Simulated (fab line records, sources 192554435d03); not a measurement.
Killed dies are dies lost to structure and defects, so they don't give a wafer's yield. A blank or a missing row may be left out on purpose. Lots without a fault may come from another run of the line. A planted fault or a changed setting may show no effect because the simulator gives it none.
Chamber matching | flow n5_finfet | N5_BEOL_M0_SAQP_STRIP_75 on rie_diel-02: 4 sister chambers
The step strips in CF4. 14 wafers are shown with their chamber, then 7 later ones without.

WAFERS WITH THEIR CHAMBER
wafer  | chamber | throttle_valve_pct (%) | showerhead_plenum_p_Torr (Torr) | oes_product_au (a.u.)
L075.1 | 0       | 13.9                   | 1.77                            | 0.170
L075.4 | 2       | 13.0                   | 1.84                            | 0.230
L075.5 | 3       | 13.3                   | 1.89                            | 0.220
L077.1 | 0       | 13.9                   | 1.77                            | 0.163
L077.2 | 2       | 13.0                   | 1.84                            | 0.216
L077.4 | 1       | 13.2                   | 1.82                            | 0.201
L080.2 | 2       | 13.0                   | 1.84                            | 0.215
L080.3 | 0       | 13.8                   | 1.77                            | 0.164
L080.4 | 1       | 13.2                   | 1.82                            | 0.197
L081.1 | 3       | 13.3                   | 1.89                            | 0.213
L081.3 | 1       | 13.2                   | 1.82                            | 0.198
L081.6 | 3       | 13.3                   | 1.89                            | 0.209
L087.2 | 1       | 13.2                   | 1.81                            | 0.187
L087.4 | 0       | 13.9                   | 1.76                            | 0.159

SIGNATURES (means of the wafers above)
reading                  | chamber 0 | chamber 1 | chamber 2 | chamber 3 | scatter within a chamber
throttle_valve_pct       | 13.875    | 13.200    | 13.000    | 13.300    | 0.0274
showerhead_plenum_p_Torr | 1.7675    | 1.8175    | 1.8400    | 1.8900    | 0.00387
oes_product_au           | 0.16400   | 0.19575   | 0.22033   | 0.21400   | 0.00613
Rule: a wafer's distance from a chamber is the root of the sum, over the readings, of the square of ((its reading less the chamber's mean) divided by the reading's scatter). The wafer belongs to the nearest chamber; if the next one is less than 2 further off, it can't be placed. The scatter: the root of (the sum of the squares of (reading less its chamber's mean) over the shown wafers, divided by (wafers less chambers)).

WAFERS WITHOUT THEIR CHAMBER
wafer  | throttle_valve_pct (%) | showerhead_plenum_p_Torr (Torr) | oes_product_au (a.u.)
L087.6 | 13.2                   | 1.81                            | 0.195
L089.2 | 13.9                   | 1.76                            | 0.159
L089.4 | 13.1                   | 1.84                            | 0.199
L089.6 | 13.2                   | 1.81                            | 0.193
L094.1 | 13.9                   | 1.76                            | 0.158
L094.3 | 13.4                   | 1.88                            | 0.207
L094.6 | 13.1                   | 1.83                            | 0.190

WHICH CHAMBER EACH WENT THROUGH
wafer  | from the rows above     | in truth
L087.6 | 1                       | 1
L089.2 | 0                       | 0
L089.4 | can't be placed: 2 or 1 | 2
L089.6 | 1                       | 1
L094.1 | 0                       | 0
L094.3 | 3                       | 3
L094.6 | can't be placed: 1 or 2 | 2
Placed correctly: 5 of 7. Can't be placed from these rows: 2 (the true chamber is among the candidates in 2). Placed wrongly: 0.
